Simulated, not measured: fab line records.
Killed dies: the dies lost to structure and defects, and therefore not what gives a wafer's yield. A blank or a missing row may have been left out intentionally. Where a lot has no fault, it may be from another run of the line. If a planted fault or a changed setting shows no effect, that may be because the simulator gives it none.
Matching of chambers	flow n5 finfet	4 sister chambers for N5_MOL_CONTACT_COAG_CMP_52 on cmp-02
The step polishes, stops on SiO2, t overpolish 1.5 s, target thk 66.5 nm. 22 wafers are shown with their chamber, then 11 later ones without.

## WAFERS WITH THEIR CHAMBER
wafer	chamber	motor current A (A)	time to endpoint s (s)	overpolish run s (s)
L076.1	1	13.9	14.0	1.498
L076.2	3	12.7	14.7	1.489
L076.3	2	11.3	13.2	1.511
L077.2	2	10.7	11.2	1.503
L077.3	0	11.4	14.2	1.511
L077.6	3	11.7	11.2	1.504
L080.2	3	12.1	12.5	1.507
L080.3	0	11.6	12.1	1.498
L080.6	3	12.6	13.5	1.503
L082.1	2	11.5	11.3	1.505
L082.2	0	11.7	11.7	1.494
L082.4	3	12.1	12.1	1.502
L084.1	3	12.6	13.1	1.494
L084.5	3	12.1	8.7	1.504
L084.6	0	11.8	13.2	1.494
L090.3	3	11.4	12.6	1.517
L090.4	0	11.6	11.3	1.510
L090.6	2	11.4	9.4	1.492
L091.1	0	11.5	14.4	1.498
L091.3	1	13.8	17.5	1.503
L091.5	2	11.3	12.6	1.502
L092.1	0	11.5	12.3	1.500

SIGNATURES (means of the wafers above)
reading	chamber 0	chamber 1	chamber 2	chamber 3	scatter within a chamber
motor current A	11.586	13.850	11.240	12.162	0.332
time to endpoint s	12.743	15.750	11.540	12.300	1.6
overpolish run s	1.50071	1.50050	1.50260	1.50250	0.00741
Rule: a wafer lies at a distance from a chamber equal to the root of the sum of squares, over the readings, of (its reading less the chamber's mean, divided by the reading's scatter). If the next closest chamber is less than 2 further off than the closest, the wafer can't be placed; otherwise it belongs to the closest. How the scatter is found: for the shown wafers, subtract from each reading the mean of its chamber, square and add these, divide the total by (wafers less chambers), then take the root.

## WAFERS WITHOUT THEIR CHAMBER
wafer	motor current A (A)	time to endpoint s (s)	overpolish run s (s)
L092.2	11.0	10.6	1.493
L092.6	12.6	12.6	1.515
L094.2	13.6	16.9	1.515
L094.3	11.4	16.3	1.489
L094.4	11.2	13.8	1.505
L094.1	12.2	16.2	1.499
L094.5	12.4	15.0	1.517
L094.6	11.3	11.2	1.505
L095.2	12.8	16.7	1.507
L095.3	10.8	11.2	1.507
L095.5	10.8	13.0	1.506

## THE CHAMBER EACH PASSED THROUGH
wafer	from the rows above	in truth
L092.2	can't be placed: 2 or 0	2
L092.6	can't be placed: 3 or 0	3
L094.2	1	1
L094.3	can't be placed: 0 or 2 or 3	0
L094.4	can't be placed: 0 or 2 or 3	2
L094.1	can't be placed: 3 or 0 or 2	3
L094.5	can't be placed: 3 or 0 or 2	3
L094.6	can't be placed: 2 or 0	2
L095.2	can't be placed: 1 or 3 or 0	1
L095.3	can't be placed: 2 or 0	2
L095.5	can't be placed: 2 or 0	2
Correct placement for 1 of the 11. Cannot be placed on the basis of these rows: 10; the candidates contain the true chamber in 10. Wrongly placed: 0.
